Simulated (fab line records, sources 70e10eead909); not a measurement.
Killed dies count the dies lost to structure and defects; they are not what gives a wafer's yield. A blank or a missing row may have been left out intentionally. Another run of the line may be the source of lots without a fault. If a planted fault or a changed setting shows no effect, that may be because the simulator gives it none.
Matching of chambers ; flow nand-harc ; 4 sister chambers for NHARC_A_STAIRCASE_TRIM_187 on rie-diel-04
The step chemistry O2, time 211.2 s. 4 wafers are shown with their chamber, then 9 later ones without.

## WAFERS WITH THEIR CHAMBER
wafer;chamber;drypump-motor-current-A (A)
L087.1;3;6.1
L089.1;1;5.2
L089.4;0;5.8
L089.5;2;5.6

## WAFERS MISSING THEIR CHAMBER
wafer;drypump-motor-current-A (A)
L091.1;6.1
L091.4;5.2
L091.5;5.6
L095.2;5.6
L095.3;6.1
L095.6;6.1
L095.1;5.7
L095.4;5.2
L095.5;5.6

## EACH ONE'S CHAMBER
wafer;from the rows above;in truth
L091.1;3;3
L091.4;1;1
L091.5;2;2
L095.2;2;2
L095.3;3;3
L095.6;3;3
L095.1;can't be placed: 0 or 2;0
L095.4;1;1
L095.5;2;2
Correctly placed: 8 of 9. Can't be placed from these rows: 1 (the true chamber is among the candidates in 1). Wrongly placed: 0.
How it was worked out, from the rows above alone: a wafer's distance from a chamber is the root of the sum, over the readings, of the square of ((its reading less the chamber's mean) divided by the reading's scatter). The wafer belongs to the nearest chamber; if the next one is less than 2 further off, it can't be placed. The mean given for a chamber averages the wafers shown for that chamber. The scatter: with one shown wafer a chamber, the root of the mean of the squares of how far each hidden wafer lies from its nearest shown one.
